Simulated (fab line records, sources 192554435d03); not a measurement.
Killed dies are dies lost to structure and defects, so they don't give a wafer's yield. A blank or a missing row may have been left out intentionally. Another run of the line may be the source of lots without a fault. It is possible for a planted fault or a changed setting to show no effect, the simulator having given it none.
fab line records + flow n5Finfet + part 2 of 2: steps 21 to 30 of 30
record
- lots=5
- wafers=15
- lastDay=17
route steps=1938 shown HKMG_FIN@386
lots that met no fault: taken from a fault-free run of the same line
startH: hours from the record's opening day to when the first of the lot's shown wafers began + waitH: time in hours since the lot's previous step + " unchanged from the row above + L1.1+2: one row covering several wafers at once + - no value, or no start given + * or withheld: withheld + < > ~ a bound
route shown NAME@n: names a module that has steps shown in the file, with the first one's number in the route + usual: mean/standard deviation taken from wafers without a fault + same: alike in all rows + chamber/n: place in a boat + sites: the reading at each site + _std_site: standard deviation of those values + _edge_site: mean of outer sites minus mean of inner sites + radiusMm: for every site, how far away it sits from the centre of the wafer + mask NAME#n: copy n + behind: the last tool/chamber to shape the wafer + hold: what put the lot on hold/how long, in hours/how the hold closed + device: names the non-switching transistor (n, p or np) + end of line: the same wafers' tests at the end of the route + for a step that has no rows: nothing shown but its recipe + killed: not the wafer's yield, but the dies lost to structure and defects at the first sort + map: shows each die of a wafer: x if killed, . if not, _ if none is there
set.NAME: setting as actually run; set.NAME@STEP: the setting as run at that earlier step + model.NAME: the simulator's own value behind a step, which no gauge read
a table for each step, a row for each wafer; lots at some steps of the route
services: when a tool's chamber went out of use (startH, in hours from the record's first day, below 0 if earlier), for how many hours, and the reason
## steps
# step N5_HKMG_FIN_ETCH_58
# recipe
- chemistry=N2/H2
- target=SOC
- targetDepthA=2158
- ionEnergyEv=50
- biasW=13
- timeS=741
- pressureMtorr=30
- sourceW=875
- n2FlowSccm=200
- h2FlowSccm=200
# usual
- biasW=13.00/0.041
- drypumpMotorCurrentA=5.7/0.52
- oesProductAu=0.84/0.09
- rfVppV=99.0/0.93
- showerheadPlenumPTorr=2.52/0.058
- throttleValvePct=17.8/0.32
| lot.wafer | tool       | chamber | startH | waitH | biasW | drypumpMotorCurrentA | oesProductAu | rfHoursCounterH | rfVppV | showerheadPlenumPTorr | throttleValvePct |
|-----------|------------|---------|--------|-------|-------|----------------------|--------------|-----------------|--------|-----------------------|------------------|
| L074.1    | rieDiel-01 | 2       | 75.24  | 0.0   | 13.00 | 5.3                  | 0.79         | 100             | 100.0  | 2.67                  | 17.9             |
| L074.5    | "          | 0       | "      | "     | 13.01 | 6.3                  | 0.81         | -               | 99.4   | 2.59                  | 17.9             |
| L074.6    | "          | 1       | "      | "     | 12.98 | 5.7                  | 0.71         | -               | 98.8   | 2.54                  | 18.5             |
| L079.3    | rieDiel-01 | 1       | 105.23 | 0.0   | 13.00 | 5.8                  | 0.70         | 199             | 100.0  | 2.53                  | 18.5             |
| L079.4    | "          | 0       | "      | "     | 12.99 | 6.3                  | 0.81         | 115             | 99.9   | 2.59                  | 17.9             |
| L079.5    | "          | 3       | "      | "     | 13.00 | 6.0                  | 0.84         | -               | 100.4  | 2.57                  | 17.8             |
| L088.2    | rieDiel-04 | 0       | 155.61 | 0.0   | 12.96 | 5.9                  | 0.78         | 116             | 99.2   | 2.48                  | 17.9             |
| L088.3    | "          | 3       | "      | "     | 12.98 | 6.0                  | 0.96         | 15              | 98.1   | 2.48                  | 17.4             |
| L088.4    | "          | 1       | "      | "     | 13.04 | 5.4                  | 0.86         | 44              | 99.8   | 2.60                  | 17.8             |
| L095.1    | rieDiel-05 | 3       | 198.49 | 0.0   | 12.97 | 5.0                  | 0.90         | 30              | 98.8   | 2.48                  | 17.6             |
| L095.3    | "          | 2       | "      | "     | 13.04 | 6.7                  | 0.69         | 190             | 98.2   | 2.55                  | 18.6             |
| L095.4    | "          | 0       | "      | "     | 12.94 | 5.1                  | 0.84         | 69              | 98.6   | 2.47                  | 17.7             |
| L097.1    | rieDiel-05 | 0       | 214.60 | 0.0   | 13.01 | 5.1                  | 0.84         | 75              | 98.9   | 2.46                  | 17.7             |
| L097.3    | "          | 2       | "      | "     | 13.13 | 6.7                  | 0.68         | 196             | 98.2   | 2.54                  | 18.6             |
| L097.5    | "          | 0       | "      | "     | 13.00 | 5.1                  | 0.84         | -               | 101.1  | 2.47                  | 17.7             |
# step N5_HKMG_FIN_STRIP_93
# recipe
- chemistry=N2/H2
- material=SOC
- timeS=20
- powerW=500
- tempC=40
- pressureMtorr=50
- rfFrequencyHz=6e+07
- biasPowerW=8
- h2Frac=0.5
- n2FlowSccm=300
- h2FlowSccm=300
# usual
- biasPowerW=8.000/0.023
- drypumpMotorCurrentA=5.7/0.52
- oesProductAu=0.84/0.088
- rfVppV=54.1/0.86
- showerheadPlenumPTorr=3.33/0.074
- throttleValvePct=19.2/0.49
| lot.wafer | tool       | chamber | startH | waitH | biasPowerW | drypumpMotorCurrentA | oesProductAu | rfHoursCounterH | rfVppV | showerheadPlenumPTorr | throttleValvePct |
|-----------|------------|---------|--------|-------|------------|----------------------|--------------|-----------------|--------|-----------------------|------------------|
| L074.1    | rieDiel-01 | 2       | 75.67  | 0.2   | 8.002      | 5.3                  | 0.80         | 100             | 55.3   | 3.53                  | 19.3             |
| L074.5    | "          | 0       | "      | "     | 7.969      | 6.4                  | 0.82         | -               | 55.9   | 3.42                  | 19.2             |
| L074.6    | "          | 1       | "      | "     | 8.026      | 5.7                  | 0.70         | -               | 52.6   | 3.35                  | 20.1             |
| L079.3    | rieDiel-01 | 1       | 105.66 | 0.2   | 8.038      | 5.8                  | 0.69         | 199             | 53.9   | 3.34                  | 20.2             |
| L079.4    | "          | 0       | "      | "     | 8.022      | 6.3                  | 0.80         | 115             | 54.3   | 3.42                  | 19.2             |
| L079.5    | "          | 3       | "      | "     | 7.974      | 6.0                  | 0.83         | -               | 54.8   | 3.39                  | 19.0             |
| L088.2    | rieDiel-04 | 0       | 156.03 | 0.2   | 8.042      | 5.9                  | 0.79         | 117             | 54.3   | 3.27                  | 19.4             |
| L088.3    | "          | 3       | "      | "     | 8.008      | 6.0                  | 0.96         | 16              | 54.2   | 3.28                  | 18.5             |
| L088.4    | "          | 1       | "      | "     | 7.992      | 5.4                  | 0.89         | 44              | 54.9   | 3.43                  | 18.9             |
| L095.1    | rieDiel-05 | 3       | 198.92 | 0.2   | 8.020      | 5.0                  | 0.91         | 30              | 55.2   | 3.28                  | 19.0             |
| L095.3    | "          | 2       | "      | "     | 8.000      | 6.8                  | 0.71         | 191             | 53.4   | 3.36                  | 20.3             |
| L095.4    | "          | 0       | "      | "     | 7.976      | 5.1                  | 0.85         | 69              | 52.0   | 3.26                  | 19.0             |
| L097.1    | rieDiel-05 | 0       | 215.11 | 0.3   | 8.038      | 5.1                  | 0.85         | 75              | 55.4   | 3.26                  | 19.0             |
| L097.3    | "          | 2       | "      | "     | 8.025      | 6.7                  | 0.70         | 196             | 54.0   | 3.36                  | 20.3             |
| L097.5    | "          | 0       | "      | "     | 8.008      | 5.1                  | 0.85         | -               | 55.2   | 3.26                  | 19.0             |
# step N5_HKMG_FIN_WET_ETCH_76
# recipe
- chemistry=dNH4OH
- mix=1:50
- tempC=25
- target=Al2O3
- stopOn=La2O3
- targetDepthNm=2.25
- dry=ipaMarangoni
- rinseTimeS=30
- rinseTempC=23
| lot.wafer  | tool        | chamber | startH | waitH |
|------------|-------------|---------|--------|-------|
| L074.1+5+6 | wetBench-04 | 3,0,2   | 75.75  | 0.1   |
| L079.3+4+5 | wetBench-06 | 1,7,6   | 105.74 | 0.1   |
| L088.2+3+4 | wetBench-06 | 5,2,0   | 156.11 | 0.1   |
| L095.1+3+4 | wetBench-06 | 2,7,0   | 199.00 | 0.1   |
| L097.1+3+5 | wetBench-04 | 7,4,6   | 215.19 | 0.1   |
# step N5_HKMG_FIN_STRIP_60
# recipe
- chemistry=N2/H2
- powerW=2500
- tempC=300
- h2Frac=0.65
- timeS=360
- pressureMtorr=withheld
- n2FlowSccm=1750
- h2FlowSccm=3250
# usual
- drypumpMotorCurrentA=5.9/0.62
- heaterPowerW=540/40
| lot.wafer | tool           | chamber | startH | waitH | drypumpMotorCurrentA | heaterPowerW | rfHoursCounterH |
|-----------|----------------|---------|--------|-------|----------------------|--------------|-----------------|
| L074.1    | plasmaAsher-01 | 0       | 75.82  | 0.0   | 5.1                  | 575          | 36              |
| L074.5    | "              | 1       | "      | "     | 6.4                  | 543          | -               |
| L074.6    | "              | 0       | "      | "     | 5.1                  | 563          | -               |
| L079.3    | plasmaAsher-02 | 0       | 105.93 | 0.2   | 6.7                  | 566          | -               |
| L079.4    | "              | 1       | "      | "     | 5.9                  | 466          | -               |
| L079.5    | "              | 0       | "      | "     | 6.7                  | 565          | -               |
| L088.2    | plasmaAsher-01 | 1       | 156.18 | 0.0   | 6.3                  | 565          | 53              |
| L088.3    | "              | 0       | "      | "     | 5.1                  | 561          | -               |
| L088.4    | "              | 1       | "      | "     | 6.3                  | 537          | -               |
| L095.1    | plasmaAsher-01 | 0       | 199.07 | 0.0   | 5.1                  | 572          | 61              |
| L095.3    | "              | 0       | "      | "     | 5.1                  | 572          | -               |
| L095.4    | "              | 1       | "      | "     | 6.4                  | 540          | -               |
| L097.1    | plasmaAsher-01 | 1       | 215.26 | 0.0   | 6.3                  | 549          | 63              |
| L097.3    | "              | 1       | "      | "     | 6.3                  | 534          | -               |
| L097.5    | "              | 1       | "      | "     | 6.4                  | 537          | -               |
# step N5_HKMG_FIN_WET_ETCH_77
# recipe
- chemistry=dHCl
- mix=1:10000
- tempC=25
- target=La2O3
- stopOn=HfO2
- targetDepthNm=2
| lot.wafer  | tool        | chamber | startH | waitH |
|------------|-------------|---------|--------|-------|
| L074.1+5+6 | wetBench-04 | 6,5,7   | 76.21  | 0.3   |
| L079.3+4+5 | wetBench-04 | 4,6,3   | 106.20 | 0.1   |
| L088.2+3+4 | wetBench-04 | 3,1,5   | 156.57 | 0.3   |
| L095.1+3+4 | wetBench-04 | 5,0,1   | 199.46 | 0.3   |
| L097.1+3+5 | wetBench-06 | 1,5,6   | 215.65 | 0.3   |
# step N5_HKMG_FIN_WET_ETCH_78
# recipe
- chemistry=dNH4OH
- mix=1:50
- tempC=25
- target=Al2O3
- stopOn=La2O3
- targetDepthNm=4.5
- dry=ipaMarangoni
- rinseTimeS=30
- rinseTempC=23
| lot.wafer  | tool        | chamber | startH | waitH |
|------------|-------------|---------|--------|-------|
| L074.1+5+6 | wetBench-04 | 6,5,7   | 76.24  | 0.0   |
| L079.3+4+5 | wetBench-04 | 4,6,3   | 106.23 | 0.0   |
| L088.2+3+4 | wetBench-04 | 3,1,5   | 156.60 | 0.0   |
| L095.1+3+4 | wetBench-04 | 5,0,1   | 199.49 | 0.0   |
| L097.1+3+5 | wetBench-06 | 1,5,6   | 215.68 | 0.0   |
# step N5_HKMG_FIN_ALD_79
# recipe
- material=TiN
- targetThkA=15
- tempC=400
- aldPrecursorFamily=TiCl4
- aldCoReactant=NH3
- pulseTimeS=1
- purgeTimeS=3
- coReactantPurgeTimeS=2
- coReactantPulseTimeS=2
- aldCycles=68
- pressureTorr=3
# usual
- chamberPressureTorr=2.999/0.0068
- heaterPowerW=852/97
- precursorPulseHeightRel=0.999/0.02
| lot.wafer | tool        | chamber | startH | waitH | chamberPressureTorr | heaterPowerW | precursorPulseHeightRel |
|-----------|-------------|---------|--------|-------|---------------------|--------------|-------------------------|
| L074.1    | aldMetal-03 | 1       | 76.31  | 0.0   | 2.988               | 898          | 0.981                   |
| L074.5    | "           | 0       | "      | "     | 2.993               | 1058         | 1.006                   |
| L074.6    | "           | 3       | "      | "     | 3.003               | 888          | 1.017                   |
| L079.3    | aldMetal-02 | 2       | 106.30 | 0.0   | 3.008               | 788          | 1.008                   |
| L079.4    | "           | 1       | "      | "     | 2.993               | 835          | 0.962                   |
| L079.5    | "           | 3       | "      | "     | 2.994               | 943          | 1.012                   |
| L088.2    | aldMetal-02 | 2       | 156.67 | 0.0   | 2.996               | 785          | 0.993                   |
| L088.3    | "           | 1       | "      | "     | 3.003               | 844          | 0.994                   |
| L088.4    | "           | 2       | "      | "     | 3.001               | 774          | 1.014                   |
| L095.1    | aldMetal-04 | 1       | 199.56 | 0.0   | 3.003               | 749          | 1.006                   |
| L095.3    | "           | 3       | "      | "     | 3.006               | 859          | 1.007                   |
| L095.4    | "           | 0       | "      | "     | 2.999               | 696          | 0.976                   |
| L097.1    | aldMetal-04 | 0       | 215.75 | 0.0   | 3.003               | 696          | 0.996                   |
| L097.3    | "           | 3       | "      | "     | 3.011               | 864          | 1.033                   |
| L097.5    | "           | 1       | "      | "     | 2.997               | 752          | 1.002                   |
# step N5_HKMG_FIN_CVD_62
# recipe
- material=a-Si
- targetThkA=30
- tempC=500
- precursor=Si2H6
- pressureTorr=1
- timeS=20.8
# usual
- chamberPressureTorr=1.0001/0.0019
- heaterPowerW=1384/100
| lot.wafer | tool            | chamber | startH | waitH | chamberPressureTorr | heaterPowerW |
|-----------|-----------------|---------|--------|-------|---------------------|--------------|
| L074.1    | thermalCvdSi-01 | 2       | 76.67  | 0.2   | 0.9986              | 1195         |
| L074.5    | "               | 2       | "      | "     | 1.0001              | 1246         |
| L074.6    | "               | 0       | "      | "     | 0.9977              | 1393         |
| L079.3    | thermalCvdSi-02 | 0       | 106.66 | 0.2   | 0.9995              | 1453         |
| L079.4    | "               | 0       | "      | "     | 1.0011              | 1423         |
| L079.5    | "               | 1       | "      | "     | 1.0004              | 1332         |
| L088.2    | thermalCvdSi-01 | 2       | 157.03 | 0.2   | 1.0034              | 1220         |
| L088.3    | "               | 0       | "      | "     | 1.0011              | 1354         |
| L088.4    | "               | 2       | "      | "     | 1.0024              | 1194         |
| L095.1    | thermalCvdSi-02 | 2       | 199.93 | 0.2   | 0.9978              | 1560         |
| L095.3    | "               | 1       | "      | "     | 0.9991              | 1348         |
| L095.4    | "               | 2       | "      | "     | 0.9985              | 1540         |
| L097.1    | thermalCvdSi-02 | 1       | 216.12 | 0.2   | 0.9996              | 1316         |
| L097.3    | "               | 0       | "      | "     | 1.0030              | 1459         |
| L097.5    | "               | 1       | "      | "     | 0.9979              | 1343         |
# step N5_HKMG_FIN_RTA_80
# recipe
- tempC=withheld
- timeS=2
- ambient=N2
- idleTempC=600
- rampUpCPerS=150
- rampDownCPerS=60
- coolToC=600
| lot.wafer  | tool         | chamber | startH | waitH |
|------------|--------------|---------|--------|-------|
| L074.1+5+6 | rtpAnneal-01 | 0       | 76.80  | 0.1   |
| L079.3+4+5 | rtpAnneal-01 | 0       | 106.88 | 0.2   |
| L088.2+3+4 | rtpAnneal-01 | 0       | 157.29 | 0.2   |
| L095.1+3+4 | rtpAnneal-01 | 0       | 200.22 | 0.2   |
| L097.1+3+5 | rtpAnneal-02 | 0       | 216.35 | 0.2   |
# step N5_HKMG_FIN_PRECLEAN_64
# recipe
- chemistry=dHF
- timeS=30
- tempC=25
- dilution=withheld
| lot.wafer  | tool        | chamber | startH | waitH |
|------------|-------------|---------|--------|-------|
| L074.1+5+6 | wetBench-04 | 1,2,7   | 76.96  | 0.1   |
| L079.3+4+5 | wetBench-02 | 3,7,0   | 107.06 | 0.1   |
| L088.2+3+4 | wetBench-06 | 5,2,0   | 157.41 | 0.1   |
| L095.1+3+4 | wetBench-04 | 2,0,1   | 200.36 | 0.1   |
| L097.1+3+5 | wetBench-06 | 5,0,1   | 216.50 | 0.1   |
## services
| tool            | chamber | startH | hours | kind   |
|-----------------|---------|--------|-------|--------|
| arfiScanner-02  | -       | 52.62  | 1.3   | pm     |
| rieDiel-05      | 0       | 64.07  | 2.2   | repair |
| arfiScanner-02  | -       | 67.92  | 3.0   | pm     |
| thermalCvdSi-02 | 1       | 69.34  | 7.2   | repair |
| rieDiel-04      | 0       | 87.45  | 6.6   | repair |
| arfiScanner-02  | -       | 96.79  | 30.0  | repair |
| aldMetal-04     | -       | 99.07  | 6.0   | pm     |
| arfiScanner-03  | -       | 100.35 | 1.3   | pm     |
| thermalCvdSi-01 | -       | 100.74 | 6.0   | pm     |
| arfiScanner-03  | -       | 111.63 | 1.0   | pm     |
| aldHk-01        | -       | 114.35 | 1.5   | repair |
| aldMetal-02     | -       | 115.13 | 2.8   | pm     |
| aldHk-01        | -       | 120.27 | 28.1  | pm     |
| arfiScanner-02  | -       | 126.83 | 3.1   | pm     |
| arfiScanner-03  | -       | 140.70 | 0.8   | pm     |
| rieDiel-04      | -       | 148.85 | 0.1   | repair |
| wetBench-04     | -       | 154.90 | 1.5   | repair |
| arfiScanner-02  | -       | 156.09 | 0.8   | pm     |
| arfiScanner-02  | -       | 166.32 | 1.5   | pm     |
| rieDiel-04      | 2       | 172.28 | 4.3   | repair |
| arfiScanner-02  | -       | 178.12 | 1.3   | pm     |
| rieDiel-05      | 0       | 185.05 | 3.2   | repair |
| arfiScanner-02  | -       | 186.08 | 1.0   | pm     |
| rieDiel-04      | -       | 190.71 | 1.6   | repair |
